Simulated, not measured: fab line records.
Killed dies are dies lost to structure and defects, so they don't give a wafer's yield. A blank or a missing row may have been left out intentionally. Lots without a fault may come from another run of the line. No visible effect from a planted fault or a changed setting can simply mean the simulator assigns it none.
A lot that was struck, set against a sound lot -- flow n5 finfet -- 39 out of 1938 route steps
Sound: the wafers L297.2, L297.3, L297.4. The struck wafers were L300.1, L300.2, L300.3. Last of all comes the cause.
For every step that has rows: the tool of each side, followed by ch and its chambers, followed by its first start. Under that, the readings that differ: sound wafers -- struck wafers -- difference of the means -- sigmas: that difference in standard deviations of wafers without a fault.
alike: a reading whose means differ by less than 2 such deviations, as well as words and numbers matching on both sides. not compared: withheld readings; readings where some wafer has no value; bounds like >300 that might hide an equal value; numbers whose values overlap and for which the record gives no deviation.
Wherever a step has rows on one side only, a row that says differs or no value, or a row with sigmas, the two part there. Numbers that don't overlap but have no deviation are shown without sigmas and don't part them. A reading missing from all wafers of one side parts the sides only when that side holds two or more wafers.

first, 11 steps without rows for these wafers: N5_MOL_CONTACT_COAG_DESCUM_13 (chemistry O2, time 7 s); N5_MOL_CONTACT_COAG_ETCH_59 (etches underlayer in N2/H2, target depth 13 nm, time 10.4 s); N5_MOL_CONTACT_COAG_ETCH_105 (etches SiARC in CF4, target depth 15.6 nm, time 26 s); N5_MOL_CONTACT_COAG_ETCH_106 (etches SOC in N2/H2, target depth 80 nm, overetch 16 nm, time 120 s); N5_MOL_CONTACT_COAG_STRIP_107 (strips in N2/H2); N5_MOL_CONTACT_COAG_STRIP_108 (strips in N2/H2); N5_MOL_CONTACT_COAG_CONTACT_ETCH_14 (etches SiO2 in C4F6/O2, target depth 27.5 nm, overetch 8.5 nm, time 20 s); N5_MOL_CONTACT_COAG_STRIP_109 (strips in C4F6/O2); N5_MOL_CONTACT_COAG_ETCH_15 (etches SiNx in CH3F/O2, stops on Si:P, target depth 7 nm); N5_MOL_CONTACT_COAG_ETCH_110 (etches Si in CF4/O2, target depth 2.5 nm, time 8 s); N5_MOL_CONTACT_COAG_STRIP_98 (strips in N2/H2).
N5_MOL_CONTACT_COAG_IMPLANT_129:
  sound on implanter-01 ch 0, day 5 04:11; struck on implanter-01 ch 0, day 5 22:31
reading,sound,struck,difference,sigmas
beam energy keV,3.0001 2.9993 2.9989,0.8269 0.8265 0.8257,-2.1731,-99 or more
model.implant.rp nm (nm),5.918 5.918 5.918,3.142 3.142 3.142,-2.776,
model.implant.drp nm (nm),2.134 2.134 2.134,1 1 1,-1,
  alike: rotation deg
then, 26 steps without rows for these wafers: N5_MOL_CONTACT_COAG_PRECLEAN_111 (cleans in NF3:NH3, afs cycles 1, time 20 s, sublimation time 60 s); N5_MOL_CONTACT_COAG_TI_SIL_19 (material Ti, target thk 4.2 nm, time 15 s); N5_MOL_CONTACT_COAG_ALD_20 (deposits TiN, target thk 1.5 nm, pulse time 1 s, purge time 3 s); N5_MOL_CONTACT_COAG_SIL_ANNEAL_21 (time 60 s); N5_MOL_CONTACT_COAG_PRE_CLEAN_141 (time 60 s); N5_MOL_CONTACT_COAG_SPUTTER_143 (material Co, target thk 2.5 nm); N5_MOL_CONTACT_COAG_CO_FILL_22 (material Co, precursor CCTBA/H2, target thk 20 nm); N5_MOL_CONTACT_COAG_ANNEAL_113 (time 300 s); N5_MOL_CONTACT_COAG_PRE_CLEAN_142 (time 60 s); N5_MOL_CONTACT_COAG_SPUTTER_130 (material Co, target thk 47.5 nm); N5_MOL_CONTACT_COAG_PRECLEAN_125 (cleans in DIW, time 57.5 s); N5_MOL_CONTACT_COAG_SRD_126 (dry time 32 s); N5_MOL_CONTACT_COAG_CMP_23 (polishes, stops on SiO2, t overpolish 1.5 s, target thk 0 nm); N5_MOL_CONTACT_COAG_WET_ETCH_26 (target Co, target depth 13 nm); N5_MOL_CONTACT_COAG_WET_ETCH_116 (etches the open film in SC1-inhibited, target depth 4.6 nm, rinse time 30 s); N5_MOL_CONTACT_COAG_ALD_27 (deposits SiOC, target thk 17 nm, pulse time 1.5 s, time 2720 s); N5_MOL_CONTACT_COAG_CMP_28 (polishes, stops on SiNx, t overpolish 0.85 s, target thk 14.522 nm); N5_MOL_CONTACT_COAG_ALD_123 (deposits SiNx, target thk 5 nm, pulse time 1 s, purge time 2 s); N5_MOL_CONTACT_COAG_PECVD_31 (deposits SiO2 from TEOS/O2, target thk 46 nm, time 8.9 s); N5_MOL_CONTACT_COAG_COAT_75 (time 60 s, resist thk 60 nm); N5_MOL_CONTACT_COAG_COAT_76 (time 60 s, resist thk 10 nm); N5_MOL_CONTACT_COAG_COAT_77 (time 60 s, resist thk 10 nm); N5_MOL_CONTACT_COAG_COAT_78 (resist thk 40 nm); N5_MOL_CONTACT_COAG_EBR_80; N5_MOL_CONTACT_COAG_SOFTBAKE_79 (time 60 s); N5_MOL_CONTACT_COAG_EXPOSE_81 (exposes mask VG, defocus 0 nm).
-- record jumps: 6 days separate the struck wafers' starts on either side; left off in module MOL_CONTACT_COAG, taken up again in module BEOL_M4, whose first shown step is the route's number 1111 --
N5_BEOL_M4_RC_MEAS_101:
  sound on prober-01 ch 0, day 10 23:32; struck on prober-01 ch 0, day 11 18:39
reading,sound,struck,difference,sigmas
RC_DENSE_N (ohm.um),18.9 19.1 18.8,32.0 32.7 33.8,+13.9,+30
RC_DENSE_P (ohm.um),23.8 23.9 23.8,40.1 40.6 41.5,+16.9,+30
RC_N (ohm.um),15.3 15.5 15.3,26.5 26.7 27.2,+11.4,+33
RC_P (ohm.um),19.4 19.6 19.4,32.3 32.9 33.8,+13.5,+28
REXT_N (ohm.um),73.4 73.7 73.3,87.7 89.1 89.7,+15.4,+8
REXT_P (ohm.um),98.2 96.8 99.1,113.5 113.6 115.8,+16.3,+7
  alike: DIBL_N, DIBL_P, IOFF_N, IOFF_P, ION_N, ION_P, SS_N, SS_P, VT_N, VT_P

WHERE THEY PART
Earliest at N5_MOL_CONTACT_COAG_IMPLANT_129; latest, in this record, at N5_BEOL_M4_RC_MEAS_101.

WHY: whatever the simulator had introduced
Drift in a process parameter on implanter-01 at N5_MOL_CONTACT_COAG_IMPLANT_129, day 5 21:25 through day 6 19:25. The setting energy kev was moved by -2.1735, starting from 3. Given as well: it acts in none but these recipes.
